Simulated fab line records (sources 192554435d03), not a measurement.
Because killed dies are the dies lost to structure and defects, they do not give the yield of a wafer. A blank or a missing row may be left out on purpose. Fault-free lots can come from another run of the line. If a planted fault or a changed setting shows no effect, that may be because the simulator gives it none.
Lot-split experiment    flow n5Finfet    7 lots, 21 wafers read, on a route of 1938 steps

== ABOUT THE SPLIT ==
At N5_BEOL_M15_TRENCH_ETCH_34 (etches SiO2 in C4F8/O2/Ar, target depth 872.93 nm, time 199 s), the setting timeS was moved away from the recipe's 199 s on 6 of the 21 wafers read, by -20.3% to +7.4%. The other wafers ran this setting at the recipe's value.

== FROM THE SPLIT TO THE READING: what the file shows between them, 6 steps ==
- N5_BEOL_M15_SPUTTER_45: material Cu, target thk 100 nm, time 16.67 s (also split here: timeS)
- N5_BEOL_M15_ECD_47: material Cu, target thk 1860 nm
- N5_BEOL_M15_ANNEAL_48: time 90 s
- N5_BEOL_M15_CMP_49: polishes, stops on SiO2, t overpolish 4.9 s, target thk 850 nm
- N5_BEOL_M15_PRE_CLEAN_52: time 15 s
- N5_BEOL_M15_DEP_53: deposits SiCN from 3MS/NH3, target thk 50 nm, time 17.8 s

== THE READING ==
M15_RS (ohm/sq), read at N5_BEOL_M15_RS_MEAS_54 with a four-point probe. Fault-free wafers of this fab line usually give 0.0216 ohm/sq, standard deviation 0.00038 ohm/sq.

wafer   tool, chamber at the split  timeS as run, s  against the recipe  M15_RS, ohm/sq  against lot-mates on the recipe
L074.1  rieDiel-03, 1               199              recipe              0.0220          -
L074.2  rieDiel-03, 0               159              -20.1%              0.0266          +0.0049
L074.6  rieDiel-03, 0               199              recipe              0.0214          -
L076.1  rieDiel-03, 2               199              recipe              0.0213          -
L076.2  rieDiel-03, 0               199              recipe              0.0212          -
L076.3  rieDiel-03, 1               199              recipe              0.0219          -
L082.1  rieDiel-06, 1               199              recipe              0.0216          -
L082.4  rieDiel-06, 3               199              recipe              0.0218          -
L082.6  rieDiel-06, 2               199              recipe              0.0222          -
L087.4  rieDiel-06, 2               213.7            +7.4%               0.0205          -0.0007
L087.5  rieDiel-06, 1               213.7            +7.4%               0.0200          -0.0012
L087.6  rieDiel-06, 0               199              recipe              0.0212          -
L089.1  rieDiel-06, 2               199              recipe              0.0220          -
L089.2  rieDiel-06, 1               199              recipe              0.0213          -
L089.4  rieDiel-06, 1               199              recipe              0.0215          -
L094.1  rieDiel-06, 3               199              recipe              0.0212          -
L094.3  rieDiel-06, 2               199              recipe              0.0225          -
L094.5  rieDiel-06, 2               158.6            -20.3%              0.0284          +0.0066
L095.2  rieDiel-06, 1               161.4            -18.9%              0.0270          +0.0055
L095.4  rieDiel-06, 0               199              recipe              0.0215          -
L095.6  rieDiel-06, 1               161.4            -18.9%              0.0273          +0.0058

THE FIT
A straight line over all 21 wafers: M15_RS changes by -0.00028 ohm/sq for each +1% of timeS; r = -0.98; the points scatter about the line by 0.00051 ohm/sq.
The same after taking each lot's own level away (the mean of its wafers on the recipe; 21 wafers): -0.000274 ohm/sq for each +1%; r = -0.98; scatter 0.00054 ohm/sq.
On that fit, the largest move of timeS shifts the reading by 0.0056 ohm/sq.
Across the lots, their own levels run from 0.02120 to 0.02187 ohm/sq, a range of 1.8 times the standard deviation given above.
So the lot-to-lot level changes the slope little: the two slopes agree.
Check: for one of the wafers moved furthest among these (-20.3%), held out of the fit, the line's prediction against its lot-mates is +0.00544 ohm/sq. Against them it came out at +0.00655 ohm/sq.

== OTHER SPLITS APPLIED TO THESE WAFERS ==
Before the reading, these wafers also passed through other splits. Each is held against what the fit with the lots' levels taken away leaves over:
other split on the same wafers       wafers away from the commonest value  r with M15_RS (lot level and that fit taken away)
N5_BEOL_M14_DEVELOP_27 developTimeS  8                                     -0.16
N5_BEOL_M14_DEP_53 timeS             7                                     -0.12
N5_BEOL_M15_ILD_DEP_00 timeS         5                                     +0.17
N5_BEOL_M15_SPUTTER_45 timeS         3                                     -0.23

== THE WHOLE CHAIN: every reading that the file lists as answering this split, in the file's order ==
step                        what it does                                                    reading                                                                          change (the file's fit)                r (the file's)
N5_BEOL_M15_TRENCH_ETCH_34  etches SiO2 in C4F8/O2/Ar, target depth 872.93 nm, time 199 s   etch.depthNm (the simulator's own value, which no gauge read)                    +8.66 nm for each +1% of the setting   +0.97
N5_BEOL_M15_TRENCH_ETCH_34  etches SiO2 in C4F8/O2/Ar, target depth 872.93 nm, time 199 s   coat_of_BEOL_M15_COAT_22.thkNm (the simulator's own value, which no gauge read)  -1.63 nm for each +1% of the setting   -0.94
N5_BEOL_M15_CMP_49          polishes, stops on SiO2, t overpolish 4.9 s, target thk 850 nm  Cu_of_BEOL_M15_ECD_47.thkNm (the simulator's own value, which no gauge read)     +8.9 nm for each +1% of the setting    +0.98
N5_BEOL_M15_RS_MEAS_54      measures by four-point-probe                                    M15_RS                                                                           -0.000281 for each +1% of the setting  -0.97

== FILE'S OWN FIT ==
M15_RS changes by -0.000281 ohm/sq for each +1% of timeS, r = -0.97.
